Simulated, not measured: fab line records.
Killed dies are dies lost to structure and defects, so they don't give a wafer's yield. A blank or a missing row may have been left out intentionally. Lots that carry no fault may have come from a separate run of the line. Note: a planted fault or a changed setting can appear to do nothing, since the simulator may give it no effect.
Chamber matching | flow n5_finfet | 4 sister chambers for N5_HKMG_FIN_ETCH_35 on rie_diel-04
The step etches SOC in N2/H2, target depth 215.8 nm, time 243.4 s. 4 wafers are shown with their chamber, then 8 later ones without.

## WAFERS WITH THEIR CHAMBER
wafer  | chamber | drypump_motor_current_A (A)
L090.1 | 0       | 6.0
L090.5 | 1       | 5.6
L094.6 | 3       | 5.1
L095.1 | 2       | 5.7

## WAFERS WHOSE CHAMBER IS MISSING
wafer  | drypump_motor_current_A (A)
L095.2 | 5.0
L095.5 | 5.7
L096.2 | 5.0
L096.4 | 6.0
L096.6 | 5.0
L097.3 | 5.1
L097.5 | 5.6
L097.6 | 6.0

## CHAMBER TAKEN BY EACH
wafer  | from the rows above     | in truth
L095.2 | 3                       | 3
L095.5 | can't be placed: 2 or 1 | 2
L096.2 | 3                       | 3
L096.4 | 0                       | 0
L096.6 | 3                       | 3
L097.3 | 3                       | 3
L097.5 | can't be placed: 1 or 2 | 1
L097.6 | 0                       | 0
Placed correctly: 6 of 8. Cannot be placed on the basis of these rows: 2; the candidates contain the true chamber in 2. Placed wrongly: 0.
How it was worked out, from the rows above alone: a wafer's distance from a chamber is the root of the sum, over the readings, of the square of ((its reading less the chamber's mean) divided by the reading's scatter). The wafer belongs to the nearest chamber; if the next one is less than 2 further off, it can't be placed. For every chamber, the mean is computed from those of its wafers that are shown. The scatter: root of mean squared gap, hidden wafer to nearest shown wafer, with one shown wafer a chamber.
